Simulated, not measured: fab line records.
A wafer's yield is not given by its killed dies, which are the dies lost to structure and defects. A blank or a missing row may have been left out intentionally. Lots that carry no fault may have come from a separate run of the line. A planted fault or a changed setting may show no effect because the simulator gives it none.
Chamber matching	flow nandHarc	NHARC_A_BLC_STRIP_21 on rieDiel-06 has 4 sister chambers
The step strips in O2. 8 wafers are shown with their chamber, then 9 later ones without.

EACH WAFER AND ITS CHAMBER
wafer	chamber	showerheadPlenumPTorr (Torr)	drypumpMotorCurrentA (A)
L084.6	3	3.44	6.24
L089.1	2	3.27	5.29
L088.2	1	3.55	5.62
L088.4	2	3.27	5.29
L088.6	0	3.35	6.15
L095.1	1	3.55	5.64
L095.2	0	3.35	6.15
L095.3	3	3.43	6.25

WAFERS WITHOUT THEIR CHAMBER
wafer	showerheadPlenumPTorr (Torr)	drypumpMotorCurrentA (A)
L092.3	3.35	6.18
L092.4	3.27	5.32
L092.6	3.27	5.31
L094.2	3.27	5.28
L094.5	3.27	5.30
L094.6	3.55	5.61
L097.2	3.35	6.15
L097.3	3.55	5.62
L097.6	3.55	5.59

CHAMBER TAKEN BY EACH
wafer	from the rows above	in truth
L092.3	0	0
L092.4	2	2
L092.6	2	2
L094.2	2	2
L094.5	2	2
L094.6	1	1
L097.2	0	0
L097.3	1	1
L097.6	1	1
Correct placement for 9 of the 9. Can't be placed from these rows: 0. 0 placed wrongly.
How it was worked out, from the rows above alone: a wafer's distance from a chamber is the root of the sum, over the readings, of the square of ((its reading less the chamber's mean) divided by the reading's scatter). The wafer belongs to the nearest chamber; if the next one is less than 2 further off, it can't be placed. The mean given for a chamber averages the wafers shown for that chamber. The scatter: take each reading less its chamber's mean, square it, sum over the shown wafers, divide by the number of wafers less the number of chambers, and take the root.
